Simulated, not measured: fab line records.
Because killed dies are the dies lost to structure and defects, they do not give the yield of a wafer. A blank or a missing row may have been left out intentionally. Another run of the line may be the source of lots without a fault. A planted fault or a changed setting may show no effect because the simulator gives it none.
Which tool is to blame? || flow nand_harc || 72 wafers from 24 lots sampled at 5 of the route's 1302 steps

WHAT EACH GAUGE READ, for each wafer
NHARC_A_SGD_CUT_THK_MEAS_22: measures by ellipsometry.
{"lot": "L075", "measured": "day 19 16:29", "on": "film_metro-02", "thk_nm (nm)": "148.2 150.2 149.8"}
{"lot": "L074", "measured": "day 19 20:55", "on": "film_metro-02", "thk_nm (nm)": "146.6 149.8 147.1"}
{"lot": "L077", "measured": "day 20 02:43", "on": "film_metro-02", "thk_nm (nm)": "147.4 148.3 148.7"}
{"lot": "L076", "measured": "day 20 02:43", "on": "film_metro-01", "thk_nm (nm)": "148.9 148.3 150.8"}
{"lot": "L079", "measured": "day 21 03:35", "on": "film_metro-01", "thk_nm (nm)": "149.9 150.8 149.4"}
{"lot": "L078", "measured": "day 21 03:35", "on": "film_metro-02", "thk_nm (nm)": "149.2 148.5 148.4"}
{"lot": "L081", "measured": "day 21 19:36", "on": "film_metro-02", "thk_nm (nm)": "146.6 149.5 148.6"}
{"lot": "L080", "measured": "day 21 19:37", "on": "film_metro-01", "thk_nm (nm)": "149.6 148.8 146.7"}
{"lot": "L082", "measured": "day 23 05:59", "on": "film_metro-02", "thk_nm (nm)": "146.9 148.5 146.3"}
{"lot": "L084", "measured": "day 23 13:52", "on": "film_metro-01", "thk_nm (nm)": "149.9 147.0 147.4"}
{"lot": "L083", "measured": "day 23 13:57", "on": "film_metro-02", "thk_nm (nm)": "149.7 145.8 147.4"}
{"lot": "L085", "measured": "day 23 13:59", "on": "film_metro-01", "thk_nm (nm)": "147.6 146.2 146.3"}
{"lot": "L086", "measured": "day 24 21:56", "on": "film_metro-02", "thk_nm (nm)": "148.9 148.1 149.7"}
{"lot": "L087", "measured": "day 25 08:07", "on": "film_metro-01", "thk_nm (nm)": "148.0 145.7 147.9"}
{"lot": "L089", "measured": "day 25 08:16", "on": "film_metro-01", "thk_nm (nm)": "150.5 150.0 149.6"}
{"lot": "L090", "measured": "day 25 17:04", "on": "film_metro-02", "thk_nm (nm)": "147.7 147.5 146.8"}
{"lot": "L088", "measured": "day 25 17:04", "on": "film_metro-01", "thk_nm (nm)": "148.2 146.9 147.1"}
{"lot": "L091", "measured": "day 26 16:42", "on": "film_metro-02", "thk_nm (nm)": "150.2 149.0 148.6"}
{"lot": "L093", "measured": "day 27 04:51", "on": "film_metro-02", "thk_nm (nm)": "149.0 149.1 145.9"}
{"lot": "L092", "measured": "day 27 04:54", "on": "film_metro-01", "thk_nm (nm)": "150.3 150.5 147.1"}
{"lot": "L094", "measured": "day 27 04:56", "on": "film_metro-01", "thk_nm (nm)": "146.5 146.7 145.6"}
{"lot": "L095", "measured": "day 28 08:50", "on": "film_metro-02", "thk_nm (nm)": "152.4 145.6 146.4"}
{"lot": "L096", "measured": "day 28 18:01", "on": "film_metro-02", "thk_nm (nm)": "146.3 149.1 148.4"}
{"lot": "L097", "measured": "day 29 05:34", "on": "film_metro-02", "thk_nm (nm)": "148.5 147.7 147.4"}

NHARC_A_WL_FILL_INSPECT_15.
{"lot": "L075", "measured": "day 21 08:06", "on": "defect_inspect-01", "raw_defect_count": "362 359 625"}
{"lot": "L074", "measured": "day 21 07:59", "on": "defect_inspect-02", "raw_defect_count": "671 588 590"}
{"lot": "L077", "measured": "day 21 21:36", "on": "defect_inspect-02", "raw_defect_count": "429 371 428"}
{"lot": "L076", "measured": "day 21 21:35", "on": "defect_inspect-01", "raw_defect_count": "425 320 454"}
{"lot": "L079", "measured": "day 22 16:25", "on": "defect_inspect-01", "raw_defect_count": "387 496 445"}
{"lot": "L078", "measured": "day 22 16:23", "on": "defect_inspect-02", "raw_defect_count": "562 314 416"}
{"lot": "L081", "measured": "day 23 15:04", "on": "defect_inspect-01", "raw_defect_count": "487 397 555"}
{"lot": "L080", "measured": "day 23 10:53", "on": "defect_inspect-01", "raw_defect_count": "385 384 392"}
{"lot": "L082", "measured": "day 24 22:34", "on": "defect_inspect-02", "raw_defect_count": "428 440 576"}
{"lot": "L084", "measured": "day 25 02:48", "on": "defect_inspect-02", "raw_defect_count": "477 480 555"}
{"lot": "L083", "measured": "day 25 06:41", "on": "defect_inspect-02", "raw_defect_count": "315 417 326"}
{"lot": "L085", "measured": "day 25 11:22", "on": "defect_inspect-01", "raw_defect_count": "313 536 362"}
{"lot": "L086", "measured": "day 26 10:46", "on": "defect_inspect-01", "raw_defect_count": "444 621 472"}
{"lot": "L087", "measured": "day 26 20:41", "on": "defect_inspect-01", "raw_defect_count": "453 461 422"}
{"lot": "L089", "measured": "day 26 20:40", "on": "defect_inspect-02", "raw_defect_count": "618 551 728"}
{"lot": "L090", "measured": "day 27 12:48", "on": "defect_inspect-01", "raw_defect_count": "639 613 485"}
{"lot": "L088", "measured": "day 27 09:39", "on": "defect_inspect-02", "raw_defect_count": "411 480 467"}
{"lot": "L091", "measured": "day 28 10:28", "on": "defect_inspect-02", "raw_defect_count": "655 641 540"}
{"lot": "L093", "measured": "day 28 17:20", "on": "defect_inspect-01", "raw_defect_count": "372 337 366"}
{"lot": "L092", "measured": "day 28 17:28", "on": "defect_inspect-02", "raw_defect_count": "508 501 495"}
{"lot": "L094", "measured": "day 28 20:56", "on": "defect_inspect-02", "raw_defect_count": "351 404 437"}
{"lot": "L095", "measured": "day 30 02:44", "on": "defect_inspect-02", "raw_defect_count": "425 784 733"}
{"lot": "L096", "measured": "day 30 12:53", "on": "defect_inspect-01", "raw_defect_count": "378 518 396"}
{"lot": "L097", "measured": "day 30 21:27", "on": "defect_inspect-01", "raw_defect_count": "384 545 476"}

EACH LOT AND THE TOOL THAT RAN IT (in order: tool; ch and the chambers of the sampled wafers; start)
{"lot": "L075", "NHARC_A_SLIT_DEP_25": "pecvd-03 ch 0,1, day 19 17:02", "NHARC_A_WL_FILL_ALD_10": "ald_hk-02 ch 1,2,3, day 20 17:41", "NHARC_A_WL_FILL_CMP_12": "cmp-04 ch 0,1,3, day 21 07:40"}
{"lot": "L074", "NHARC_A_SLIT_DEP_25": "pecvd-03 ch 0,1, day 19 21:27", "NHARC_A_WL_FILL_ALD_10": "ald_hk-01 ch 0,2, day 20 22:31", "NHARC_A_WL_FILL_CMP_12": "cmp-02 ch 1,2,3, day 21 07:35"}
{"lot": "L077", "NHARC_A_SLIT_DEP_25": "pecvd-03 ch 0,1, day 20 03:21", "NHARC_A_WL_FILL_ALD_10": "ald_hk-02 ch 0,1,3, day 21 10:56", "NHARC_A_WL_FILL_CMP_12": "cmp-04 ch 0,2,3, day 21 21:08"}
{"lot": "L076", "NHARC_A_SLIT_DEP_25": "pecvd-02 ch 1,2, day 20 03:17", "NHARC_A_WL_FILL_ALD_10": "ald_hk-03 ch 1,2, day 21 10:26", "NHARC_A_WL_FILL_CMP_12": "cmp-02 ch 1,2,3, day 21 21:10"}
{"lot": "L079", "NHARC_A_SLIT_DEP_25": "pecvd-02 ch 0,1,2, day 21 04:07", "NHARC_A_WL_FILL_ALD_10": "ald_hk-02 ch 0,1, day 22 05:45", "NHARC_A_WL_FILL_CMP_12": "cmp-03 ch 0,1, day 22 15:56"}
{"lot": "L078", "NHARC_A_SLIT_DEP_25": "pecvd-04 ch 0,1,2, day 21 04:08", "NHARC_A_WL_FILL_ALD_10": "ald_hk-01 ch 2,3, day 22 05:54", "NHARC_A_WL_FILL_CMP_12": "cmp-04 ch 0,1,3, day 22 15:55"}
{"lot": "L081", "NHARC_A_SLIT_DEP_25": "pecvd-04 ch 1,2, day 21 20:15", "NHARC_A_WL_FILL_ALD_10": "ald_hk-03 ch 0,1, day 23 04:12", "NHARC_A_WL_FILL_CMP_12": "cmp-02 ch 0,1,2, day 23 14:38"}
{"lot": "L080", "NHARC_A_SLIT_DEP_25": "pecvd-03 ch 0,2, day 21 20:08", "NHARC_A_WL_FILL_ALD_10": "ald_hk-01 ch 2,3, day 22 23:44", "NHARC_A_WL_FILL_CMP_12": "cmp-04 ch 2,3, day 23 10:26"}
{"lot": "L082", "NHARC_A_SLIT_DEP_25": "pecvd-03 ch 0,1,2, day 23 06:33", "NHARC_A_WL_FILL_ALD_10": "ald_hk-03 ch 1,2,3, day 24 11:23", "NHARC_A_WL_FILL_CMP_12": "cmp-04 ch 0,1,3, day 24 22:07"}
{"lot": "L084", "NHARC_A_SLIT_DEP_25": "pecvd-03 ch 1,2, day 23 14:30", "NHARC_A_WL_FILL_ALD_10": "ald_hk-02 ch 0,1, day 24 15:37", "NHARC_A_WL_FILL_CMP_12": "cmp-02 ch 0,2,3, day 25 02:22"}
{"lot": "L083", "NHARC_A_SLIT_DEP_25": "pecvd-02 ch 0,1, day 23 14:31", "NHARC_A_WL_FILL_ALD_10": "ald_hk-02 ch 1,2,3, day 24 20:28", "NHARC_A_WL_FILL_CMP_12": "cmp-04 ch 0,2,3, day 25 06:13"}
{"lot": "L085", "NHARC_A_SLIT_DEP_25": "pecvd-03 ch 0,2, day 23 14:44", "NHARC_A_WL_FILL_ALD_10": "ald_hk-02 ch 0,1,3, day 25 00:29", "NHARC_A_WL_FILL_CMP_12": "cmp-02 ch 0,1,2, day 25 10:54"}
{"lot": "L086", "NHARC_A_SLIT_DEP_25": "pecvd-03 ch 0,1,2, day 24 22:28", "NHARC_A_WL_FILL_ALD_10": "ald_hk-02 ch 0,1,3, day 25 23:40", "NHARC_A_WL_FILL_CMP_12": "cmp-04 ch 0,2,3, day 26 10:20"}
{"lot": "L087", "NHARC_A_SLIT_DEP_25": "pecvd-03 ch 0,2, day 25 08:44", "NHARC_A_WL_FILL_ALD_10": "ald_hk-03 ch 2,3, day 26 10:02", "NHARC_A_WL_FILL_CMP_12": "cmp-03 ch 0,3, day 26 20:11"}
{"lot": "L089", "NHARC_A_SLIT_DEP_25": "pecvd-02 ch 0,1,2, day 25 08:48", "NHARC_A_WL_FILL_ALD_10": "ald_hk-02 ch 0,2,3, day 26 09:22", "NHARC_A_WL_FILL_CMP_12": "cmp-02 ch 0,2,3, day 26 20:13"}
{"lot": "L090", "NHARC_A_SLIT_DEP_25": "pecvd-03 ch 0,2, day 25 17:36", "NHARC_A_WL_FILL_ALD_10": "ald_hk-01 ch 0,1,2, day 26 23:32", "NHARC_A_WL_FILL_CMP_12": "cmp-04 ch 1,3, day 27 12:19"}
{"lot": "L088", "NHARC_A_SLIT_DEP_25": "pecvd-03 ch 0,2, day 25 18:07", "NHARC_A_WL_FILL_ALD_10": "ald_hk-02 ch 0,3, day 26 23:02", "NHARC_A_WL_FILL_CMP_12": "cmp-02 ch 0,1,2, day 27 09:15"}
{"lot": "L091", "NHARC_A_SLIT_DEP_25": "pecvd-02 ch 0,1,2, day 26 17:16", "NHARC_A_WL_FILL_ALD_10": "ald_hk-01 ch 1,2,3, day 27 22:17", "NHARC_A_WL_FILL_CMP_12": "cmp-02 ch 1,2,3, day 28 10:02"}
{"lot": "L093", "NHARC_A_SLIT_DEP_25": "pecvd-03 ch 0,1, day 27 05:25", "NHARC_A_WL_FILL_ALD_10": "ald_hk-01 ch 0,1,2, day 28 06:19", "NHARC_A_WL_FILL_CMP_12": "cmp-03 ch 0,1, day 28 16:52"}
{"lot": "L092", "NHARC_A_SLIT_DEP_25": "pecvd-04 ch 0,1, day 27 05:29", "NHARC_A_WL_FILL_ALD_10": "ald_hk-03 ch 0,1,2, day 28 07:57", "NHARC_A_WL_FILL_CMP_12": "cmp-04 ch 0,1,2, day 28 17:04"}
{"lot": "L094", "NHARC_A_SLIT_DEP_25": "pecvd-02 ch 0,2, day 27 05:28", "NHARC_A_WL_FILL_ALD_10": "ald_hk-02 ch 0,2,3, day 28 09:44", "NHARC_A_WL_FILL_CMP_12": "cmp-04 ch 0,1,3, day 28 20:27"}
{"lot": "L095", "NHARC_A_SLIT_DEP_25": "pecvd-03 ch 0,1,2, day 28 09:27", "NHARC_A_WL_FILL_ALD_10": "ald_hk-02 ch 0,2,3, day 29 13:36", "NHARC_A_WL_FILL_CMP_12": "cmp-02 ch 1,3, day 30 02:15"}
{"lot": "L096", "NHARC_A_SLIT_DEP_25": "pecvd-03 ch 1,2, day 28 18:35", "NHARC_A_WL_FILL_ALD_10": "ald_hk-02 ch 0,2,3, day 29 22:44", "NHARC_A_WL_FILL_CMP_12": "cmp-02 ch 0,1,3, day 30 12:23"}
{"lot": "L097", "NHARC_A_SLIT_DEP_25": "pecvd-03 ch 1,2, day 29 06:08", "NHARC_A_WL_FILL_ALD_10": "ald_hk-01 ch 1,3, day 30 10:15", "NHARC_A_WL_FILL_CMP_12": "cmp-02 ch 1,2,3, day 30 21:01"}
- NHARC_A_SLIT_DEP_25: deposits SiO2, target thk 200 nm.
- NHARC_A_WL_FILL_ALD_10: deposits SiO2, target thk 50 nm, pulse time 10 s, ald cycles 500.
- NHARC_A_WL_FILL_CMP_12: polishes, t overpolish 30 s, target thk 100 nm.

AS READ BY THE TOOLS THEMSELVES (means over the sampled wafers that have a number; for cases with no such wafer, the mark the record gives instead)
NHARC_A_SLIT_DEP_25.
{"lot": "L075", "tool": "pecvd-03", "chamber_pressure_Torr (Torr)": 6.508, "heater_power_w (W)": 643, "rf_fwd_power_W (W)": 897.0, "throttle_valve_pct (%)": 15.9}
{"lot": "L074", "tool": "pecvd-03", "chamber_pressure_Torr (Torr)": 6.490, "heater_power_w (W)": 570, "rf_fwd_power_W (W)": 895.8, "throttle_valve_pct (%)": 15.9}
{"lot": "L077", "tool": "pecvd-03", "chamber_pressure_Torr (Torr)": 6.495, "heater_power_w (W)": 566, "rf_fwd_power_W (W)": 893.6, "throttle_valve_pct (%)": 16.1}
{"lot": "L076", "tool": "pecvd-02", "chamber_pressure_Torr (Torr)": 6.509, "heater_power_w (W)": 424, "rf_fwd_power_W (W)": 898.4, "throttle_valve_pct (%)": 15.7}
{"lot": "L079", "tool": "pecvd-02", "chamber_pressure_Torr (Torr)": 6.502, "heater_power_w (W)": 458, "rf_fwd_power_W (W)": 898.9, "throttle_valve_pct (%)": 15.8}
{"lot": "L078", "tool": "pecvd-04", "chamber_pressure_Torr (Torr)": 6.496, "heater_power_w (W)": 482, "rf_fwd_power_W (W)": 895.8, "throttle_valve_pct (%)": 15.7}
{"lot": "L081", "tool": "pecvd-04", "chamber_pressure_Torr (Torr)": 6.507, "heater_power_w (W)": 417, "rf_fwd_power_W (W)": 899.4, "throttle_valve_pct (%)": 16.0}
{"lot": "L080", "tool": "pecvd-03", "chamber_pressure_Torr (Torr)": 6.500, "heater_power_w (W)": 646, "rf_fwd_power_W (W)": 897.7, "throttle_valve_pct (%)": 15.6}
{"lot": "L082", "tool": "pecvd-03", "chamber_pressure_Torr (Torr)": 6.496, "heater_power_w (W)": 559, "rf_fwd_power_W (W)": 898.5, "throttle_valve_pct (%)": 15.5}
{"lot": "L084", "tool": "pecvd-03", "chamber_pressure_Torr (Torr)": 6.493, "heater_power_w (W)": 589, "rf_fwd_power_W (W)": 897.4, "throttle_valve_pct (%)": 15.1}
{"lot": "L083", "tool": "pecvd-02", "chamber_pressure_Torr (Torr)": 6.486, "heater_power_w (W)": 495, "rf_fwd_power_W (W)": 896.0, "throttle_valve_pct (%)": 15.9}
{"lot": "L085", "tool": "pecvd-03", "chamber_pressure_Torr (Torr)": 6.512, "heater_power_w (W)": 611, "rf_fwd_power_W (W)": 898.9, "throttle_valve_pct (%)": 15.7}
{"lot": "L086", "tool": "pecvd-03", "chamber_pressure_Torr (Torr)": 6.505, "heater_power_w (W)": 597, "rf_fwd_power_W (W)": 899.1, "throttle_valve_pct (%)": 15.4}
{"lot": "L087", "tool": "pecvd-03", "chamber_pressure_Torr (Torr)": 6.493, "heater_power_w (W)": 613, "rf_fwd_power_W (W)": 897.5, "throttle_valve_pct (%)": 15.6}
{"lot": "L089", "tool": "pecvd-02", "chamber_pressure_Torr (Torr)": 6.494, "heater_power_w (W)": 476, "rf_fwd_power_W (W)": 898.0, "throttle_valve_pct (%)": 15.8}
{"lot": "L090", "tool": "pecvd-03", "chamber_pressure_Torr (Torr)": 6.495, "heater_power_w (W)": 534, "rf_fwd_power_W (W)": 894.1, "throttle_valve_pct (%)": 15.2}
{"lot": "L088", "tool": "pecvd-03", "chamber_pressure_Torr (Torr)": 6.501, "heater_power_w (W)": 580, "rf_fwd_power_W (W)": 896.3, "throttle_valve_pct (%)": 15.7}
{"lot": "L091", "tool": "pecvd-02", "chamber_pressure_Torr (Torr)": 6.503, "heater_power_w (W)": 481, "rf_fwd_power_W (W)": 897.6, "throttle_valve_pct (%)": 15.7}
{"lot": "L093", "tool": "pecvd-03", "chamber_pressure_Torr (Torr)": 6.485, "heater_power_w (W)": 697, "rf_fwd_power_W (W)": 896.9, "throttle_valve_pct (%)": 15.8}
{"lot": "L092", "tool": "pecvd-04", "chamber_pressure_Torr (Torr)": 6.497, "heater_power_w (W)": 491, "rf_fwd_power_W (W)": 897.4, "throttle_valve_pct (%)": 16.0}
{"lot": "L094", "tool": "pecvd-02", "chamber_pressure_Torr (Torr)": 6.505, "heater_power_w (W)": 464, "rf_fwd_power_W (W)": 897.6, "throttle_valve_pct (%)": 15.4}
{"lot": "L095", "tool": "pecvd-03", "chamber_pressure_Torr (Torr)": 6.496, "heater_power_w (W)": 582, "rf_fwd_power_W (W)": 897.0, "throttle_valve_pct (%)": 15.7}
{"lot": "L096", "tool": "pecvd-03", "chamber_pressure_Torr (Torr)": 6.485, "heater_power_w (W)": 641, "rf_fwd_power_W (W)": 896.4, "throttle_valve_pct (%)": 15.4}
{"lot": "L097", "tool": "pecvd-03", "chamber_pressure_Torr (Torr)": 6.489, "heater_power_w (W)": 530, "rf_fwd_power_W (W)": 894.6, "throttle_valve_pct (%)": 15.1}

NHARC_A_WL_FILL_ALD_10.
{"lot": "L075", "tool": "ald_hk-02", "heater_power_w (W)": 428, "precursor_pulse_height_rel": 0.997}
{"lot": "L074", "tool": "ald_hk-01", "heater_power_w (W)": 460, "precursor_pulse_height_rel": 0.993}
{"lot": "L077", "tool": "ald_hk-02", "heater_power_w (W)": 471, "precursor_pulse_height_rel": 0.984}
{"lot": "L076", "tool": "ald_hk-03", "heater_power_w (W)": 467, "precursor_pulse_height_rel": 0.989}
{"lot": "L079", "tool": "ald_hk-02", "heater_power_w (W)": 489, "precursor_pulse_height_rel": 0.997}
{"lot": "L078", "tool": "ald_hk-01", "heater_power_w (W)": 429, "precursor_pulse_height_rel": 1.006}
{"lot": "L081", "tool": "ald_hk-03", "heater_power_w (W)": 469, "precursor_pulse_height_rel": 0.975}
{"lot": "L080", "tool": "ald_hk-01", "heater_power_w (W)": 417, "precursor_pulse_height_rel": 0.989}
{"lot": "L082", "tool": "ald_hk-03", "heater_power_w (W)": 451, "precursor_pulse_height_rel": 0.979}
{"lot": "L084", "tool": "ald_hk-02", "heater_power_w (W)": 470, "precursor_pulse_height_rel": 1.000}
{"lot": "L083", "tool": "ald_hk-02", "heater_power_w (W)": 424, "precursor_pulse_height_rel": 1.006}
{"lot": "L085", "tool": "ald_hk-02", "heater_power_w (W)": 462, "precursor_pulse_height_rel": 0.997}
{"lot": "L086", "tool": "ald_hk-02", "heater_power_w (W)": 464, "precursor_pulse_height_rel": 0.997}
{"lot": "L087", "tool": "ald_hk-03", "heater_power_w (W)": 461, "precursor_pulse_height_rel": 1.010}
{"lot": "L089", "tool": "ald_hk-02", "heater_power_w (W)": 436, "precursor_pulse_height_rel": 0.989}
{"lot": "L090", "tool": "ald_hk-01", "heater_power_w (W)": 444, "precursor_pulse_height_rel": 1.014}
{"lot": "L088", "tool": "ald_hk-02", "heater_power_w (W)": 463, "precursor_pulse_height_rel": 1.010}
{"lot": "L091", "tool": "ald_hk-01", "heater_power_w (W)": 419, "precursor_pulse_height_rel": 1.000}
{"lot": "L093", "tool": "ald_hk-01", "heater_power_w (W)": 451, "precursor_pulse_height_rel": 0.994}
{"lot": "L092", "tool": "ald_hk-03", "heater_power_w (W)": 470, "precursor_pulse_height_rel": 1.018}
{"lot": "L094", "tool": "ald_hk-02", "heater_power_w (W)": 429, "precursor_pulse_height_rel": 0.995}
{"lot": "L095", "tool": "ald_hk-02", "heater_power_w (W)": 430, "precursor_pulse_height_rel": 0.991}
{"lot": "L096", "tool": "ald_hk-02", "heater_power_w (W)": 435, "precursor_pulse_height_rel": 0.988}
{"lot": "L097", "tool": "ald_hk-01", "heater_power_w (W)": 409, "precursor_pulse_height_rel": 1.020}

NHARC_A_WL_FILL_CMP_12.
{"lot": "L075", "tool": "cmp-04", "motor_current_A (A)": 12.6, "overpolish_run_s (s)": 29.995, "time_to_endpoint_s (s)": 20.3}
{"lot": "L074", "tool": "cmp-02", "motor_current_A (A)": 11.6, "overpolish_run_s (s)": 30.000, "time_to_endpoint_s (s)": 23.8}
{"lot": "L077", "tool": "cmp-04", "motor_current_A (A)": 12.4, "overpolish_run_s (s)": 29.996, "time_to_endpoint_s (s)": 19.0}
{"lot": "L076", "tool": "cmp-02", "motor_current_A (A)": 11.4, "overpolish_run_s (s)": 30.004, "time_to_endpoint_s (s)": 19.9}
{"lot": "L079", "tool": "cmp-03", "motor_current_A (A)": 12.6, "overpolish_run_s (s)": 30.003, "time_to_endpoint_s (s)": 18.5}
{"lot": "L078", "tool": "cmp-04", "motor_current_A (A)": 12.6, "overpolish_run_s (s)": 30.002, "time_to_endpoint_s (s)": 23.0}
{"lot": "L081", "tool": "cmp-02", "motor_current_A (A)": 13.0, "overpolish_run_s (s)": 29.997, "time_to_endpoint_s (s)": 18.8}
{"lot": "L080", "tool": "cmp-04", "motor_current_A (A)": 13.1, "overpolish_run_s (s)": 30.000, "time_to_endpoint_s (s)": 20.2}
{"lot": "L082", "tool": "cmp-04", "motor_current_A (A)": 12.4, "overpolish_run_s (s)": 30.005, "time_to_endpoint_s (s)": 22.0}
{"lot": "L084", "tool": "cmp-02", "motor_current_A (A)": 12.3, "overpolish_run_s (s)": 30.001, "time_to_endpoint_s (s)": 22.1}
{"lot": "L083", "tool": "cmp-04", "motor_current_A (A)": 12.4, "overpolish_run_s (s)": 30.000, "time_to_endpoint_s (s)": 23.1}
{"lot": "L085", "tool": "cmp-02", "motor_current_A (A)": 13.3, "overpolish_run_s (s)": 29.996, "time_to_endpoint_s (s)": 19.6}
{"lot": "L086", "tool": "cmp-04", "motor_current_A (A)": 12.5, "overpolish_run_s (s)": 29.998, "time_to_endpoint_s (s)": 15.3}
{"lot": "L087", "tool": "cmp-03", "motor_current_A (A)": 13.2, "overpolish_run_s (s)": 30.002, "time_to_endpoint_s (s)": 18.9}
{"lot": "L089", "tool": "cmp-02", "motor_current_A (A)": 12.1, "overpolish_run_s (s)": 30.004, "time_to_endpoint_s (s)": 21.5}
{"lot": "L090", "tool": "cmp-04", "motor_current_A (A)": 12.4, "overpolish_run_s (s)": 29.992, "time_to_endpoint_s (s)": 20.3}
{"lot": "L088", "tool": "cmp-02", "motor_current_A (A)": 12.9, "overpolish_run_s (s)": 29.997, "time_to_endpoint_s (s)": 19.0}
{"lot": "L091", "tool": "cmp-02", "motor_current_A (A)": 11.8, "overpolish_run_s (s)": 30.008, "time_to_endpoint_s (s)": 19.2}
{"lot": "L093", "tool": "cmp-03", "motor_current_A (A)": 10.8, "overpolish_run_s (s)": 29.992, "time_to_endpoint_s (s)": 21.7}
{"lot": "L092", "tool": "cmp-04", "motor_current_A (A)": 11.7, "overpolish_run_s (s)": 29.995, "time_to_endpoint_s (s)": 20.9}
{"lot": "L094", "tool": "cmp-04", "motor_current_A (A)": 13.0, "overpolish_run_s (s)": 30.001, "time_to_endpoint_s (s)": 21.5}
{"lot": "L095", "tool": "cmp-02", "motor_current_A (A)": 11.8, "overpolish_run_s (s)": 29.995, "time_to_endpoint_s (s)": 18.2}
{"lot": "L096", "tool": "cmp-02", "motor_current_A (A)": 11.9, "overpolish_run_s (s)": 30.006, "time_to_endpoint_s (s)": 21.1}
{"lot": "L097", "tool": "cmp-02", "motor_current_A (A)": 12.1, "overpolish_run_s (s)": 29.993, "time_to_endpoint_s (s)": 20.0}

THE ANSWER, worked out from the rows above alone
Rule: the lots themselves supply what counts as usual. Put in order of their means at a reading, lots are off if they are a third of the lots or fewer, leave a main group of 4 or more, and stand apart from it by a gap of 3 or more times the standard deviation of the main group's means; of several such gaps the widest counts. The tables above print the reading to a certain number of digits; a main group whose means all agree to those digits is not used. A lot without any number at a reading at which 4 lots or more have one is off too. All remaining lots with rows at the step are treated as sound. After the gauges, taken in route order, come the tools' own readings; for these a lot's mean is taken, as printed above. At the first step where some lot is off, the reading lying furthest off is the one used; lots without a number count as furthest.
No lot is off at any reading shown: from this, nothing can be told.

WHAT THE SIMULATOR HAD INSERTED
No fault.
